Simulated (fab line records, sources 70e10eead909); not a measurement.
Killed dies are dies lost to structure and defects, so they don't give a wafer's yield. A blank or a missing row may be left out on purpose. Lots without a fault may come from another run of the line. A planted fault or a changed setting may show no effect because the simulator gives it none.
Which tool did it? | flow nand_harc | 22 lots, 66 wafers sampled, at 6 steps of a route of 1159

WHAT THE GAUGES READ, wafer by wafer
The record holds no reading of a measuring or inspecting step that can be judged against a usual standard deviation.

WHICH TOOL RAN EACH LOT (tool, then ch and the chambers of the sampled wafers, then the start)
lot  | NHARC_A_STAIRCASE_STRIP_476        | NHARC_A_STAIRCASE_DEP_417       | NHARC_A_STAIRCASE_CMP_472     | NHARC_A_SGD_CUT_DESCUM_14          | NHARC_A_SGD_CUT_ETCH_58            | NHARC_A_SGD_CUT_ETCH_16
L074 | rie_diel-08 ch 0,1,2, day 11 22:01 | pecvd-03 ch 0,1,2, day 11 22:09 | cmp-02 ch 0,2,3, day 13 17:06 | rie_diel-09 ch 0,2,3, day 13 18:23 | rie_diel-09 ch 2,3, day 13 18:28   | rie_diel-09 ch 0,2, no start
L075 | rie_diel-06 ch 0,2, day 12 07:56   | pecvd-03 ch 0,1,2, day 12 08:07 | cmp-01 ch 0,3, day 14 06:53   | rie_diel-11 ch 1,3, day 14 08:13   | rie_diel-11 ch 1,2, day 14 08:17   | rie_diel-11 ch 0,2, no start
L076 | rie_diel-06 ch 0,1,3, day 12 17:53 | pecvd-04 ch 0,1,2, day 12 17:59 | cmp-02 ch 0,3, day 14 19:17   | rie_diel-09 ch 0,3, day 14 20:36   | rie_diel-09 ch 0,3, day 14 20:41   | rie_diel-09 ch 0,3, no start
L077 | rie_diel-12 ch 0,1,3, day 12 20:37 | pecvd-01 ch 0,1, day 12 20:43   | cmp-01 ch 1,2,3, day 14 21:20 | rie_diel-11 ch 1,2,3, day 14 23:02 | rie_diel-11 ch 0,1,2, day 14 23:07 | rie_diel-11 ch 0,2,3, no start
L080 | rie_diel-06 ch 2,3, day 13 13:36   | pecvd-04 ch 0,1,2, day 13 13:41 | cmp-02 ch 0,2,3, day 15 13:07 | rie_diel-09 ch 2,3, day 15 14:25   | rie_diel-09 ch 1,2,3, day 15 14:39 | rie_diel-09 ch 1,2,3, no start
L081 | rie_diel-12 ch 0,1,3, day 13 13:56 | pecvd-04 ch 0,2, day 13 14:02   | cmp-01 ch 0,1,3, day 15 12:56 | rie_diel-09 ch 0,2, day 15 14:16   | rie_diel-09 ch 0,2, day 15 14:21   | rie_diel-09 ch 1,3, no start
L079 | rie_diel-06 ch 0,1,2, day 13 14:42 | pecvd-04 ch 0,2, day 13 14:56   | cmp-01 ch 0,1, day 15 12:35   | rie_diel-11 ch 0,1,3, day 15 13:48 | rie_diel-11 ch 0,1, day 15 13:53   | rie_diel-11 ch 1,2, no start
L082 | rie_diel-08 ch 0,2, day 14 07:40   | pecvd-01 ch 0,2, day 14 07:50   | cmp-02 ch 1,2, day 16 10:43   | rie_diel-07 ch 1,3, day 16 12:02   | rie_diel-07 ch 0,2,3, day 16 12:07 | rie_diel-07 ch 1,2,3, no start
L083 | rie_diel-06 ch 0,3, day 14 09:28   | pecvd-04 ch 0,2, day 14 09:34   | cmp-01 ch 1,3, day 16 09:01   | rie_diel-09 ch 1,2, day 16 10:19   | rie_diel-09 ch 0,1,3, day 16 10:25 | rie_diel-09 ch 1,2,3, no start
L084 | rie_diel-06 ch 0,1,2, day 14 16:23 | pecvd-01 ch 0,1, day 14 16:28   | cmp-01 ch 2,3, day 16 08:44   | rie_diel-07 ch 1,2,3, day 16 10:03 | rie_diel-07 ch 1,3, day 16 10:08   | rie_diel-07 ch 0,2,3, no start
L086 | rie_diel-06 ch 2,3, day 14 23:22   | pecvd-03 ch 1,2, day 14 23:30   | cmp-01 ch 2,3, day 16 19:46   | rie_diel-11 ch 1,2, day 16 21:07   | rie_diel-11 ch 2,3, day 16 21:11   | rie_diel-11 ch 0,2, no start
L085 | rie_diel-06 ch 0,1,3, day 15 00:46 | pecvd-01 ch 1,2, day 15 00:52   | cmp-01 ch 1,2,3, day 16 21:14 | rie_diel-11 ch 0,2,3, day 16 22:32 | rie_diel-11 ch 0,2, day 16 22:36   | rie_diel-11 ch 0,2,3, no start
L087 | rie_diel-08 ch 1,2,3, day 15 17:51 | pecvd-01 ch 0,1,2, day 15 17:56 | cmp-01 ch 1,2, day 17 09:39   | rie_diel-09 ch 1,2,3, day 17 10:50 | rie_diel-09 ch 0,2,3, day 17 10:56 | rie_diel-09 ch 0,2,3, no start
L089 | rie_diel-08 ch 0,1,3, day 15 23:09 | pecvd-03 ch 0,1,2, day 15 23:17 | cmp-01 ch 1,2,3, day 17 15:38 | rie_diel-09 ch 0,2,3, day 17 16:55 | rie_diel-09 ch 0,1,2, day 17 17:01 | rie_diel-09 ch 1,2,3, no start
L090 | rie_diel-08 ch 0,2,3, day 15 23:56 | pecvd-03 ch 0,2, day 16 00:01   | cmp-01 ch 0,1,3, day 17 14:38 | rie_diel-07 ch 0,3, day 17 16:02   | rie_diel-07 ch 0,1,3, day 17 16:06 | rie_diel-07 ch 0,1,3, no start
L091 | rie_diel-08 ch 0,2,3, day 16 14:28 | pecvd-01 ch 0,1, day 16 14:34   | cmp-03 ch 1,3, day 18 13:47   | rie_diel-09 ch 2,3, day 18 14:59   | rie_diel-09 ch 1,2, day 18 15:04   | rie_diel-09 ch 2,3, no start
L093 | rie_diel-08 ch 0,2,3, day 16 15:50 | pecvd-01 ch 1,2, day 16 15:56   | cmp-01 ch 2,3, day 18 12:27   | rie_diel-11 ch 0,1,3, day 18 13:55 | rie_diel-11 ch 1,3, day 18 14:02   | rie_diel-11 ch 1,3, no start
L092 | rie_diel-06 ch 0,1, day 16 17:15   | pecvd-03 ch 0,2, day 16 17:23   | cmp-02 ch 0,2, day 18 12:08   | rie_diel-07 ch 0,2, day 18 13:26   | rie_diel-07 ch 0,3, day 18 13:31   | rie_diel-07 ch 0,2,3, no start
L094 | rie_diel-06 ch 1,2,3, day 16 19:49 | pecvd-03 ch 0,1, day 16 20:16   | cmp-01 ch 1,2,3, day 18 12:11 | rie_diel-09 ch 0,1,2, day 18 13:37 | rie_diel-09 ch 0,1,3, day 18 13:41 | rie_diel-09 ch 1,2,3, no start
L095 | rie_diel-06 ch 0,2,3, day 16 23:25 | pecvd-03 ch 0,2, day 16 23:30   | cmp-02 ch 0,3, day 18 20:30   | rie_diel-07 ch 0,1,2, day 18 21:48 | rie_diel-07 ch 0,2, day 18 21:52   | rie_diel-07 ch 0,1,2, no start
L096 | rie_diel-06 ch 1,2,3, day 17 04:47 | pecvd-01 ch 0,2, day 17 04:52   | cmp-02 ch 2,3, day 18 20:42   | rie_diel-11 ch 0,1,3, day 18 21:55 | rie_diel-11 ch 0,1,3, day 18 21:59 | rie_diel-11 ch 1,2, no start
L097 | rie_diel-12 ch 0,1,3, day 17 10:37 | pecvd-04 ch 1,2, day 17 10:43   | cmp-01 ch 0,2,3, day 19 06:37 | rie_diel-07 ch 0,2,3, day 19 07:56 | rie_diel-07 ch 0,1,3, day 19 08:01 | rie_diel-07 ch 1,2,3, no start
- NHARC_A_STAIRCASE_STRIP_476: strips in O2, time 20 s.
- NHARC_A_STAIRCASE_DEP_417: deposits Si3N4, target thk 60 nm.
- NHARC_A_STAIRCASE_CMP_472: polishes SiO2.
- NHARC_A_SGD_CUT_DESCUM_14: chemistry O2, time 3 s.
- NHARC_A_SGD_CUT_ETCH_58: etches the open film in CF4, target depth 39 nm, time 65 s.
- NHARC_A_SGD_CUT_ETCH_16: etches the open film in C4F8/O2/Ar, target depth 310.5 nm, time 155.2 s.

WHAT THE TOOLS THEMSELVES READ (means of the sampled wafers that have a number; where no wafer has one, the mark that the record gives instead)
NHARC_A_STAIRCASE_STRIP_476. Usual: drypump_motor_current_A 5.8 A, standard deviation 0.4; o2_flow_sccm 500.1 sccm, standard deviation 1.3; oes_product_au 0.999 a.u., standard deviation 0.0076; rf_vpp_V 57.8 V, standard deviation 0.84; showerhead_plenum_p_Torr 3.53 Torr, standard deviation 0.17; throttle_valve_pct 17.036 %, standard deviation 0.0092.
lot  | tool        | drypump_motor_current_A (A) | o2_flow_sccm (sccm) | oes_product_au (a.u.) | rf_vpp_V (V) | showerhead_plenum_p_Torr (Torr) | throttle_valve_pct (%) | flag
L074 | rie_diel-08 | 5.8                         | 500.3               | 1.010                 | 57.8         | 3.50                            | 17.044                 |
L075 | rie_diel-06 | 5.7                         | 500.6               | 0.997                 | 58.3         | 3.66                            | 17.024                 |
L076 | rie_diel-06 | 5.8                         | 501.0               | 1.000                 | 57.8         | 3.55                            | 17.038                 |
L077 | rie_diel-12 | 6.0                         | 499.6               | 1.001                 | 57.3         | 3.57                            | 17.037                 |
L080 | rie_diel-06 | 5.7                         | 500.3               | 0.991                 | 58.5         | 3.72                            | 17.038                 |
L081 | rie_diel-12 | 5.9                         | 499.8               | 1.003                 | 57.9         | 3.57                            | 17.040                 |
L079 | rie_diel-06 | 5.9                         | 499.9               | 0.998                 | 58.0         | 3.53                            | 17.047                 |
L082 | rie_diel-08 | 5.9                         | 501.5               | 1.005                 | 57.2         | 3.53                            | 17.033                 |
L083 | rie_diel-06 | 5.5                         | 499.4               | 0.993                 | 57.7         | 3.70                            | 17.035                 |
L084 | rie_diel-06 | 5.9                         | 500.5               | 0.991                 | 56.9         | 3.52                            | 17.024                 |
L086 | rie_diel-06 | 5.6                         | 500.7               | 0.994                 | 58.2         | 3.74                            | 17.038                 |
L085 | rie_diel-06 | 5.8                         | 500.4               | 0.994                 | 57.6         | 3.54                            | 17.030                 |
L087 | rie_diel-08 | 5.5                         | 500.7               | 1.005                 | 58.0         | 3.38                            | 17.041                 |
L089 | rie_diel-08 | 5.6                         | 500.0               | 1.001                 | 57.3         | 3.49                            | 17.038                 |
L090 | rie_diel-08 | 5.5                         | 500.8               | 1.002                 | 57.0         | 3.42                            | 17.039                 |
L091 | rie_diel-08 | 5.5                         | 499.4               | 0.997                 | 57.9         | 3.42                            | 17.031                 |
L093 | rie_diel-08 | 5.5                         | 500.4               | 0.999                 | 58.0         | 3.42                            | 17.033                 |
L092 | rie_diel-06 | 5.9                         | 501.9               | 0.990                 | 57.5         | 3.47                            | 17.039                 |
L094 | rie_diel-06 | 5.9                         | 500.7               | 0.993                 | 57.6         | 3.57                            | 17.026                 |
L095 | rie_diel-06 | 5.6                         | 500.2               | 0.999                 | 58.4         | 3.66                            | 17.036                 |
L096 | rie_diel-06 | 5.9                         | 500.0               | 0.996                 | 57.7         | 3.57                            | 17.035                 |
L097 | rie_diel-12 | 6.0                         | 501.2               | 1.014                 | 58.9         | 3.55                            | 17.035                 |

NHARC_A_STAIRCASE_DEP_417. Usual: heater_power_w 707 W, standard deviation 77; rf_fwd_power_W 449.2 W, standard deviation 1.5.
lot  | tool     | heater_power_w (W) | rf_fwd_power_W (W) | flag
L074 | pecvd-03 | 769                | 450.1              |
L075 | pecvd-03 | 735                | 448.6              |
L076 | pecvd-04 | 616                | 450.8              |
L077 | pecvd-01 | 766                | 448.8              |
L080 | pecvd-04 | 627                | 449.2              |
L081 | pecvd-04 | 653                | 449.5              |
L079 | pecvd-04 | 603                | 448.7              |
L082 | pecvd-01 | 772                | 449.5              |
L083 | pecvd-04 | 651                | 449.1              |
L084 | pecvd-01 | 690                | 450.0              |
L086 | pecvd-03 | 745                | 447.9              |
L085 | pecvd-01 | 733                | 448.8              |
L087 | pecvd-01 | 753                | 448.8              |
L089 | pecvd-03 | 771                | 450.0              |
L090 | pecvd-03 | 651                | 450.9              |
L091 | pecvd-01 | 716                | 448.8              |
L093 | pecvd-01 | 728                | 447.2              |
L092 | pecvd-03 | 669                | 449.6              |
L094 | pecvd-03 | 743                | 450.6              |
L095 | pecvd-03 | 701                | 448.4              |
L096 | pecvd-01 | 769                | 449.7              |
L097 | pecvd-04 | 626                | 449.1              |

NHARC_A_STAIRCASE_CMP_472. Usual: motor_current_A 11.7 A, standard deviation 0.75; retaining_ring_pressure_frac 1.000, standard deviation 0.005; slurry_flow_ml_min 150.0, standard deviation 0.46.
lot  | tool   | motor_current_A (A) | retaining_ring_pressure_frac | slurry_flow_ml_min | flag
L074 | cmp-02 | 12.3                | 1.001                        | 150.4              |
L075 | cmp-01 | 10.9                | 0.999                        | 149.9              |
L076 | cmp-02 | 12.7                | 1.004                        | 150.4              |
L077 | cmp-01 | 11.3                | 1.004                        | 149.9              |
L080 | cmp-02 | 12.4                | 1.001                        | 150.2              |
L081 | cmp-01 | 11.9                | 0.995                        | 149.7              |
L079 | cmp-01 | 11.9                | 0.998                        | 150.3              |
L082 | cmp-02 | 10.8                | 0.998                        | 150.3              |
L083 | cmp-01 | 11.7                | 1.005                        | 149.8              |
L084 | cmp-01 | 11.1                | 1.004                        | 150.3              |
L086 | cmp-01 | 11.8                | 1.001                        | 150.4              |
L085 | cmp-01 | 11.7                | 0.996                        | 150.1              |
L087 | cmp-01 | 11.4                | 1.005                        | 149.9              |
L089 | cmp-01 | 11.5                | 0.999                        | 149.6              |
L090 | cmp-01 | 11.4                | 1.003                        | 150.4              |
L091 | cmp-03 | 11.8                | 0.994                        | 149.7              |
L093 | cmp-01 | 11.6                | 0.998                        | 149.6              |
L092 | cmp-02 | 12.2                | 1.001                        | 150.5              |
L094 | cmp-01 | 11.5                | 1.003                        | 149.5              |
L095 | cmp-02 | 12.7                | 1.000                        | 150.1              |
L096 | cmp-02 | 11.2                | 1.000                        | 149.6              |
L097 | cmp-01 | 11.1                | 1.002                        | 150.3              |

NHARC_A_SGD_CUT_DESCUM_14. Usual: drypump_motor_current_A 5.6 A, standard deviation 0.34; o2_flow_sccm 200.0 sccm, standard deviation 0.54; oes_product_au 0.999 a.u., standard deviation 0.0076; rf_vpp_V 58.0 V, standard deviation 0.79; showerhead_plenum_p_Torr 1.95 Torr, standard deviation 0.084; throttle_valve_pct 11.312 %, standard deviation 0.01.
lot  | tool        | drypump_motor_current_A (A) | o2_flow_sccm (sccm) | oes_product_au (a.u.) | rf_vpp_V (V) | showerhead_plenum_p_Torr (Torr) | throttle_valve_pct (%) | flag
L074 | rie_diel-09 | 5.9                         | 200.3               | 1.000                 | 58.4         | 1.89                            | 11.311                 |
L075 | rie_diel-11 | 5.6                         | 199.7               | 1.005                 | 58.0         | 2.04                            | 11.311                 |
L076 | rie_diel-09 | 5.9                         | 199.7               | 0.996                 | 57.9         | 1.92                            | 11.310                 |
L077 | rie_diel-11 | 5.3                         | 200.0               | 1.005                 | 57.5         | 2.05                            | 11.305                 |
L080 | rie_diel-09 | 5.9                         | 200.9               | 0.986                 | 56.9         | 1.86                            | 11.309                 |
L081 | rie_diel-09 | 6.0                         | 199.5               | 0.991                 | 57.3         | 1.90                            | 11.315                 |
L079 | rie_diel-11 | 5.6                         | 200.1               | 0.996                 | 58.6         | 2.05                            | 11.325                 |
L082 | rie_diel-07 | 5.3                         | 199.5               | 0.998                 | 57.0         | 1.86                            | 11.305                 |
L083 | rie_diel-09 | 5.5                         | 200.1               | 0.994                 | 57.9         | 1.92                            | 11.318                 |
L084 | rie_diel-07 | 5.4                         | 199.7               | 0.999                 | 58.0         | 1.91                            | 11.305                 |
L086 | rie_diel-11 | 5.3                         | 199.7               | 1.004                 | 58.6         | 2.03                            | 11.317                 |
L085 | rie_diel-11 | 5.3                         | 200.5               | 0.998                 | 58.0         | 2.05                            | 11.313                 |
L087 | rie_diel-09 | 5.7                         | 199.7               | 0.990                 | 57.6         | 1.89                            | 11.305                 |
L089 | rie_diel-09 | 5.9                         | 200.1               | 0.996                 | 58.4         | 1.89                            | 11.311                 |
L090 | rie_diel-07 | 5.6                         | 200.0               | 1.006                 | 58.0         | 1.88                            | 11.315                 |
L091 | rie_diel-09 | 5.9                         | 200.0               | 0.994                 | 58.3         | 1.86                            | 11.319                 |
L093 | rie_diel-11 | 5.6                         | 199.7               | 1.001                 | 58.4         | 2.04                            | 11.315                 |
L092 | rie_diel-07 | 5.8                         | 200.0               | 1.002                 | 58.0         | 1.87                            | 11.313                 |
L094 | rie_diel-09 | 5.7                         | 199.9               | 1.006                 | 58.7         | 1.92                            | 11.319                 |
L095 | rie_diel-07 | 5.6                         | 200.1               | 1.001                 | 57.5         | 1.88                            | 11.307                 |
L096 | rie_diel-11 | 5.6                         | 199.7               | 1.000                 | 58.1         | 2.04                            | 11.309                 |
L097 | rie_diel-07 | 5.6                         | 200.2               | 1.002                 | 58.1         | 1.90                            | 11.309                 |

NHARC_A_SGD_CUT_ETCH_58. Usual: drypump_motor_current_A 5.6 A, standard deviation 0.33; oes_product_au 1.000 a.u., standard deviation 0.0076; rf_fwd_power_W 297.3 W, standard deviation 1.1; rf_vpp_V 151.7 V, standard deviation 1.1; showerhead_plenum_p_Torr 1.80 Torr, standard deviation 0.071; throttle_valve_pct 13.284 %, standard deviation 0.0091.
lot  | tool        | drypump_motor_current_A (A) | oes_product_au (a.u.) | rf_fwd_power_W (W) | rf_vpp_V (V) | showerhead_plenum_p_Torr (Torr) | throttle_valve_pct (%) | flag
L074 | rie_diel-09 | 5.8                         | 1.000                 | 298.3              | 150.2        | 1.72                            | 13.283                 |
L075 | rie_diel-11 | 5.0                         | 1.011                 | 296.9              | 152.5        | 1.88                            | 13.287                 |
L076 | rie_diel-09 | 5.9                         | 0.989                 | 296.8              | 151.6        | 1.78                            | 13.291                 |
L077 | rie_diel-11 | 5.2                         | 1.000                 | 297.2              | 153.4        | 1.88                            | 13.279                 |
L080 | rie_diel-09 | 5.7                         | 1.001                 | 297.8              | 150.3        | 1.75                            | 13.296                 |
L081 | rie_diel-09 | 6.0                         | 0.994                 | 298.9              | 151.5        | 1.76                            | 13.279                 |
L079 | rie_diel-11 | 5.6                         | 1.001                 | 297.2              | 152.2        | 1.87                            | 13.285                 |
L082 | rie_diel-07 | 5.6                         | 1.003                 | 297.0              | 151.2        | 1.76                            | 13.288                 |
L083 | rie_diel-09 | 5.7                         | 0.999                 | 297.2              | 151.3        | 1.77                            | 13.277                 |
L084 | rie_diel-07 | 5.3                         | 1.010                 | 297.7              | 150.9        | 1.72                            | 13.283                 |
L086 | rie_diel-11 | 5.0                         | 1.003                 | 297.7              | 153.2        | 1.88                            | 13.286                 |
L085 | rie_diel-11 | 5.2                         | 1.008                 | 297.9              | 152.6        | 1.89                            | 13.286                 |
L087 | rie_diel-09 | 5.9                         | 0.996                 | 297.6              | 151.6        | 1.75                            | 13.290                 |
L089 | rie_diel-09 | 5.7                         | 0.995                 | 296.8              | 151.4        | 1.78                            | 13.286                 |
L090 | rie_diel-07 | 5.5                         | 1.003                 | 296.4              | 150.6        | 1.72                            | 13.286                 |
L091 | rie_diel-09 | 5.7                         | 0.998                 | 298.5              | 151.5        | 1.75                            | 13.285                 |
L093 | rie_diel-11 | 5.6                         | 0.990                 | 296.0              | 152.5        | 1.88                            | 13.287                 |
L092 | rie_diel-07 | 5.7                         | 1.000                 | 296.8              | 150.6        | 1.71                            | 13.283                 |
L094 | rie_diel-09 | 5.6                         | 0.990                 | 296.3              | 151.3        | 1.77                            | 13.285                 |
L095 | rie_diel-07 | 5.6                         | 0.993                 | 297.5              | 152.1        | 1.78                            | 13.283                 |
L096 | rie_diel-11 | 5.6                         | 0.998                 | 297.3              | 152.7        | 1.88                            | 13.281                 |
L097 | rie_diel-07 | 5.5                         | 0.998                 | 296.9              | 150.0        | 1.72                            | 13.299                 |

NHARC_A_SGD_CUT_ETCH_16. Usual: oes_product_au 0.973 a.u., standard deviation 0.012; rf_fwd_power_W 597.6 W, standard deviation 2.1; rf_vpp_V 725 V, standard deviation 4.2.
lot  | tool        | oes_product_au (a.u.) | rf_fwd_power_W (W) | rf_vpp_V (V) | flag
L074 | rie_diel-09 | 0.956                 | 598.3              | 722          |
L075 | rie_diel-11 | 0.945                 | 595.4              | 731          |
L076 | rie_diel-09 | 0.973                 | 596.0              | 724          |
L077 | rie_diel-11 | 0.976                 | 598.5              | 730          |
L080 | rie_diel-09 | 0.966                 | 596.8              | 723          |
L081 | rie_diel-09 | 0.977                 | 597.1              | 724          |
L079 | rie_diel-11 | 0.975                 | 597.3              | 730          |
L082 | rie_diel-07 | 0.979                 | 596.1              | 723          |
L083 | rie_diel-09 | 0.978                 | 600.3              | 722          |
L084 | rie_diel-07 | 0.972                 | 597.5              | 723          |
L086 | rie_diel-11 | 0.972                 | 598.3              | 730          |
L085 | rie_diel-11 | 0.983                 | 596.3              | 731          |
L087 | rie_diel-09 | 0.970                 | 599.1              | 722          |
L089 | rie_diel-09 | 0.969                 | 597.5              | 721          |
L090 | rie_diel-07 | 0.976                 | 596.4              | 721          |
L091 | rie_diel-09 | 0.958                 | 599.2              | 721          |
L093 | rie_diel-11 | 0.970                 | 596.3              | 729          |
L092 | rie_diel-07 | 0.976                 | 596.5              | 723          |
L094 | rie_diel-09 | 0.974                 | 599.5              | 723          |
L095 | rie_diel-07 | 0.973                 | 599.6              | 721          |
L096 | rie_diel-11 | 0.989                 | 597.8              | 729          |
L097 | rie_diel-07 | 0.949                 | 600.2              | 723          |

THE ANSWER, worked out from the rows above alone
Rule: a lot is off if the mean of its wafers that have a number lies more than 3 standard deviations from the usual mean. A lot without any number at a reading at which 4 lots or more have one is off too. The other lots that the step has rows for count as sound. The gauges are gone through in route order, then the tools' own readings, and for those a lot's mean is taken as printed above. The first step at which some lot is off is used, and at that step the reading that is off furthest; a lot without a number counts as furthest.
No lot is off at any reading shown: from this, nothing can be told.

WHAT THE SIMULATOR HAD PUT IN
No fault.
